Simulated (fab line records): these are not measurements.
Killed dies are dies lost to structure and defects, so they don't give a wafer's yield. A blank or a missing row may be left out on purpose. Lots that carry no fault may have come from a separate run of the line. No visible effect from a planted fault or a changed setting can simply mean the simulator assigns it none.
Chamber matching -- flow nandHarc -- NHARC_P_CONTACT_STRIP_28 on rieDiel-11: 4 sister chambers
The step strips in O2. 4 wafers are shown with their chamber, then 12 later ones without.

## WAFERS, EACH WITH ITS CHAMBER
wafer,chamber,showerheadPlenumPTorr (Torr)
L081.4,0,3.35
L082.1,3,3.37
L082.4,2,3.52
L082.6,1,3.46

## WAFERS WITH NO CHAMBER GIVEN
wafer,showerheadPlenumPTorr (Torr)
L085.3,3.37
L085.4,3.52
L085.6,3.52
L089.3,3.46
L089.4,3.34
L089.6,3.34
L093.2,3.37
L093.4,3.51
L093.5,3.51
L095.2,3.37
L095.5,3.37
L095.6,3.51

## EACH ONE'S CHAMBER
wafer,from the rows above,in truth
L085.3,3,3
L085.4,2,2
L085.6,2,2
L089.3,1,1
L089.4,0,0
L089.6,0,0
L093.2,3,3
L093.4,2,2
L093.5,2,2
L095.2,3,3
L095.5,3,3
L095.6,2,2
12 of 12 placed correctly. From these rows, 0 cannot be placed. 0 placed wrongly.
How it was worked out, from the rows above alone: a wafer's distance from a chamber is the root of the sum, over the readings, of the square of ((its reading less the chamber's mean) divided by the reading's scatter). The wafer belongs to the nearest chamber; if the next one is less than 2 further off, it can't be placed. For every chamber, the mean is computed from those of its wafers that are shown. The scatter: root of mean squared gap, hidden wafer to nearest shown wafer, with one shown wafer a chamber.
